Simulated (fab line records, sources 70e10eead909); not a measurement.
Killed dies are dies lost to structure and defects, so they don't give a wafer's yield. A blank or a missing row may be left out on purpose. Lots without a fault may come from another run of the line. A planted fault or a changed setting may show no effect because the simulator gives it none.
Problem report in the 8D (eight disciplines) form, filled by code | flow nand_harc | the parts of the form that need people (team, actions taken, sign-off) are left out

1. THE PROBLEM
killed_at_periphery at NHARC_END_SORT_01 reads a mean of 105.0 on 1 wafer of 1 lot; wafers without a fault read 3.6 with a standard deviation of 2.4. That is +42 standard deviations from the usual mean.
First seen on wafer L991.4, day 22 21:56, on prober-01. The record holds 1 wafer of 1 lot with a number at this step. Rule for "out", or "out of limits": more than 4 standard deviations from the usual mean. The other wafers with a number count as sound.

2. WHAT IT IS AND WHAT IT IS NOT
question                    | is                               | is not
which readings at this step | killed_at_periphery, killed_dies | killed_at_array, killed_at_other, killed_open, killed_short
which lots                  | L991                             | -
which wafers of those lots  | all that have a number           | -
read on which gauges        | prober-01                        | -
when                        | from day 22 21:56                | up to then (0 sound wafers)

3. SUSPECTS, AND WHAT RULES EACH OUT
Counting: a tool at a process step up to the reading stays a suspect if it ran every lot that is out and no sound lot after the first of them.
- the gauge at NHARC_END_SORT_01: kept. All the wafers that are out were read on prober-01, and no step on other tools shows them out.
- rie_diel-11 at NHARC_P_STI_DESCUM_14 (chemistry O2, time 3 s): kept. It ran the lot that is out, L991 (day 5 20:02), and no sound lot after that.
- rie_diel-11 at NHARC_P_STI_ETCH_42 (etches the open film in N2/H2, target depth 80 nm, overetch 24 nm, time 61 s): kept. It ran the lot that is out, L991 (day 5 20:08), and no sound lot after that.
- rie_diel-11 at NHARC_P_STI_ETCH_31 (etches the open film in CF4/CHF3, target depth 108.9 nm, time 54.5 s): kept. It ran the lot that is out, L991 (day 5 20:20), and no sound lot after that. NHARC_P_STI_ETCH_31 gives no start for some lots, so the hours and the order of its lots are those of NHARC_P_STI_ETCH_15.
- rie_si-02 at NHARC_P_STI_ETCH_15 (etches the open film in HBr/Cl2, target depth 300 nm, time 100.1 s): kept. It ran the lot that is out, L991 (day 5 20:20), and no sound lot after that.
- cmp-04 at NHARC_P_STI_CMP_21 (polishes, t overpolish 20 s, target thk 380.67 nm): kept. It ran the lot that is out, L991 (day 6 17:01), and no sound lot after that.
- rie_diel-13 at NHARC_P_CONTACT_DESCUM_17 (chemistry O2, time 3 s): kept. It ran the lot that is out, L991 (day 8 20:25), and no sound lot after that.
- rie_diel-13 at NHARC_P_CONTACT_ETCH_35 (etches the open film in CF4, target depth 39 nm, time 65 s): kept. It ran the lot that is out, L991 (day 8 20:31), and no sound lot after that.
Left after counting: rie_diel-11 at NHARC_P_STI_DESCUM_14, rie_diel-11 at NHARC_P_STI_ETCH_42, rie_diel-11 at NHARC_P_STI_ETCH_31, rie_si-02 at NHARC_P_STI_ETCH_15, cmp-04 at NHARC_P_STI_CMP_21, rie_diel-13 at NHARC_P_CONTACT_DESCUM_17, rie_diel-13 at NHARC_P_CONTACT_ETCH_35, prober-01 at NHARC_END_SORT_01.

4. THE CAUSE (what the simulator had put in)
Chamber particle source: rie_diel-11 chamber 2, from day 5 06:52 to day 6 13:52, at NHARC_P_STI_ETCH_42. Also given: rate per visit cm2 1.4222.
Counting left 8 suspects, and this tool is among them.

5. THE CHAIN OF EFFECTS, in route order
Each row: a reading whose mean over the struck wafers that have a number lies more than 3 standard deviations from the usual. Only readings for which the record gives a usual standard deviation are gone through. hours: the time from each lot's start at the first step in this table that gives one to its start at this step, as a median over the lots. sigmas: the change in usual standard deviations.
hours | step              | reading             | usual | on struck wafers | change | sigmas
0     | NHARC_END_SORT_01 | killed_at_periphery | 3.6   | 105.0            | +101.4 | +42
0     | NHARC_END_SORT_01 | killed_dies         | 26    | 132              | +106   | +12

6. WHAT WOULD HAVE CAUGHT IT SOONER
In this record the first reading out of limits at a measuring or inspecting step was taken at day 22 21:56, 423 hours after the fault began at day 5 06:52.
Of the tool readings at NHARC_P_STI_ETCH_42 for which the record gives a usual standard deviation, none was out on any struck wafer, so an alarm limit of 4 standard deviations on them would not have fired.
All the lots that are out (1) had begun NHARC_P_STI_ETCH_42 on rie_diel-11 by day 22 21:56. A hold on the tool at that time would have spared none of them.
